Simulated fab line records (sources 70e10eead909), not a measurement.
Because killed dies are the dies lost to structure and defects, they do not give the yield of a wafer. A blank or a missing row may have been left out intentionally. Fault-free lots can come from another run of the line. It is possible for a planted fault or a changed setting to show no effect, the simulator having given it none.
Matching of chambers / flow nand harc / NHARC_A_ZERO_WELL_ETCH_19 on rie diel-05 has 4 sister chambers
The step etches the open film in N2/H2, target depth 80 nm, overetch 24 nm, time 87.88 s. 8 wafers are shown with their chamber, then 12 later ones without.

WAFERS, EACH WITH ITS CHAMBER
wafer=L086.4; chamber=0; drypump motor current A (A)=5.0; rf vpp V (V)=432.2
wafer=L088.5; chamber=1; drypump motor current A (A)=6.2; rf vpp V (V)=428.9
wafer=L089.4; chamber=1; drypump motor current A (A)=6.2; rf vpp V (V)=428.6
wafer=L090.5; chamber=2; drypump motor current A (A)=5.2; rf vpp V (V)=427.5
wafer=L090.6; chamber=3; drypump motor current A (A)=6.2; rf vpp V (V)=435.2
wafer=L092.1; chamber=3; drypump motor current A (A)=6.2; rf vpp V (V)=434.6
wafer=L092.2; chamber=0; drypump motor current A (A)=5.0; rf vpp V (V)=431.4
wafer=L092.3; chamber=2; drypump motor current A (A)=5.3; rf vpp V (V)=427.7

WAFERS WITH NO CHAMBER GIVEN
wafer=L093.3; drypump motor current A (A)=6.2; rf vpp V (V)=434.5
wafer=L093.4; drypump motor current A (A)=5.0; rf vpp V (V)=431.8
wafer=L093.6; drypump motor current A (A)=6.1; rf vpp V (V)=429.3
wafer=L094.2; drypump motor current A (A)=5.2; rf vpp V (V)=428.6
wafer=L094.5; drypump motor current A (A)=6.1; rf vpp V (V)=428.4
wafer=L094.6; drypump motor current A (A)=5.0; rf vpp V (V)=433.1
wafer=L096.1; drypump motor current A (A)=4.9; rf vpp V (V)=430.9
wafer=L096.3; drypump motor current A (A)=6.1; rf vpp V (V)=429.1
wafer=L096.4; drypump motor current A (A)=6.2; rf vpp V (V)=435.9
wafer=L097.2; drypump motor current A (A)=6.1; rf vpp V (V)=429.5
wafer=L097.4; drypump motor current A (A)=6.2; rf vpp V (V)=432.4
wafer=L097.6; drypump motor current A (A)=6.2; rf vpp V (V)=434.9

CHAMBER TAKEN BY EACH
wafer=L093.3; from the rows above=3; in truth=3
wafer=L093.4; from the rows above=0; in truth=0
wafer=L093.6; from the rows above=1; in truth=1
wafer=L094.2; from the rows above=2; in truth=2
wafer=L094.5; from the rows above=1; in truth=1
wafer=L094.6; from the rows above=0; in truth=0
wafer=L096.1; from the rows above=0; in truth=0
wafer=L096.3; from the rows above=1; in truth=1
wafer=L096.4; from the rows above=3; in truth=3
wafer=L097.2; from the rows above=1; in truth=1
wafer=L097.4; from the rows above=3; in truth=3
wafer=L097.6; from the rows above=3; in truth=3
12 of 12 placed correctly. Can't be placed from these rows: 0. Number placed wrongly: 0.
How it was worked out, from the rows above alone: a wafer's distance from a chamber is the root of the sum, over the readings, of the square of ((its reading less the chamber's mean) divided by the reading's scatter). The wafer belongs to the nearest chamber; if the next one is less than 2 further off, it can't be placed. For every chamber, the mean is computed from those of its wafers that are shown. The scatter: the root of (the sum of the squares of (reading less its chamber's mean) over the shown wafers, divided by (wafers less chambers)).
